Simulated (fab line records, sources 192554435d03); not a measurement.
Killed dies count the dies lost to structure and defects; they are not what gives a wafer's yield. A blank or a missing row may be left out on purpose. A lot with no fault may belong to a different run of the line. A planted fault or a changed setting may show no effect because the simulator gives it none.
Split-lot trial    flow n5 finfet    21 wafers read from 7 lots, route of 1938 steps

SPLIT DETAILS
At N5_BEOL_M4_COAT_76 (time 60 s, resist thk 5 nm), the setting spin rpm was moved away from the recipe's 1500 rpm on 6 of the 21 wafers read, by -10.9% to +10.5%. The other wafers ran this setting at the recipe's value.

FROM THE SPLIT TO THE READING: what the file shows between them, 3 steps
- N5_BEOL_M4_COAT_22: resist thk 30 nm
- N5_BEOL_M4_EBR_24
- N5_BEOL_M4_DESCUM_33: chemistry O2, time 7 s

THE READING
etch.depth nm (the simulator's own value, which no gauge read), in nm, at N5_BEOL_M4_ETCH_77 (etches underlayer in N2/H2, target depth 6.5 nm, time 5.2 s). The file does not state a usual value for it. Across the 15 wafers here that went through the recipe, the average is 4.993 nm and the standard deviation 0.019 nm.

wafer   tool, chamber at the split  spin rpm as run, rpm  against the recipe  etch.depth nm, nm  against lot-mates on the recipe
L078.2  litho track-03, 0           1500                  recipe              4.992              -
L078.3  litho track-03, 0           1500                  recipe              4.997              -
L078.4  litho track-03, 0           1500                  recipe              5.001              -
L082.1  litho track-05, 0           1500                  recipe              4.98               -
L082.4  litho track-05, 0           1500                  recipe              4.981              -
L082.5  litho track-05, 0           1500                  recipe              4.958              -
L085.3  litho track-01, 0           1392                  -7.2%               5.197              +0.174
L085.5  litho track-01, 0           1392                  -7.2%               5.209              +0.186
L085.6  litho track-01, 0           1500                  recipe              5.023              -
L086.1  litho track-01, 0           1500                  recipe              5.024              -
L086.3  litho track-01, 0           1500                  recipe              5.013              -
L086.4  litho track-01, 0           1500                  recipe              5.007              -
L094.2  litho track-03, 0           1500                  recipe              4.989              -
L094.4  litho track-03, 0           1500                  recipe              4.985              -
L094.5  litho track-03, 0           1391                  -7.3%               5.175              +0.188
L095.1  litho track-01, 0           1500                  recipe              5.002              -
L095.3  litho track-01, 0           1500                  recipe              4.99               -
L095.6  litho track-01, 0           1336                  -10.9%              5.3                +0.304
L096.3  litho track-05, 0           1500                  recipe              4.959              -
L096.5  litho track-05, 0           1658                  +10.5%              4.744              -0.215
L096.6  litho track-05, 0           1658                  +10.5%              4.731              -0.228

THE FIT
A straight line over all 21 wafers: etch.depth nm changes by -0.0262 nm for each +1% of spin rpm; r = -0.99; the points scatter about the line by 0.02 nm.
The same after taking each lot's own level away (the mean of its wafers on the recipe; 21 wafers): -0.0238 nm for each +1%; r = -0.99; scatter 0.014 nm.
That fit puts the effect of the largest move of spin rpm on the reading at 0.26 nm.
From 4.9590 to 5.0230 nm: that is the span of the lots' own levels, equal to 3.4 times the standard deviation above.
So the lot-to-lot level changes the slope little: the two slopes agree.
Check: with one of the wafers moved furthest among these (-10.9%) left out of the fit, the line predicts +0.254 nm for it against its lot-mates. It came out at +0.304 nm against them.

OTHER SPLITS APPLIED TO THESE WAFERS
These wafers also went through other splits before the reading. Each is held against what the fit with the lots' levels taken away leaves over:
other split on the same wafers  wafers away from the commonest value  r with etch.depth nm (lot level and that fit taken away)
N5_BEOL_M4_DESCUM_16 time s     6                                     -0.06

THE WHOLE CHAIN: every reading that the file lists as answering this split, in the file's order
step                what it does                                                 reading                                                         change (the file's fit)                 r (the file's)
N5_BEOL_M4_ETCH_77  etches underlayer in N2/H2, target depth 6.5 nm, time 5.2 s  etch rf on time s                                               withheld for each +1% of the setting    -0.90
N5_BEOL_M4_ETCH_77  etches underlayer in N2/H2, target depth 6.5 nm, time 5.2 s  etch.depth nm (the simulator's own value, which no gauge read)  -0.0248 nm for each +1% of the setting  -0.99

THE FILE'S OWN FIT
etch.depth nm changes by -0.0248 nm for each +1% of spin rpm, r = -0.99.
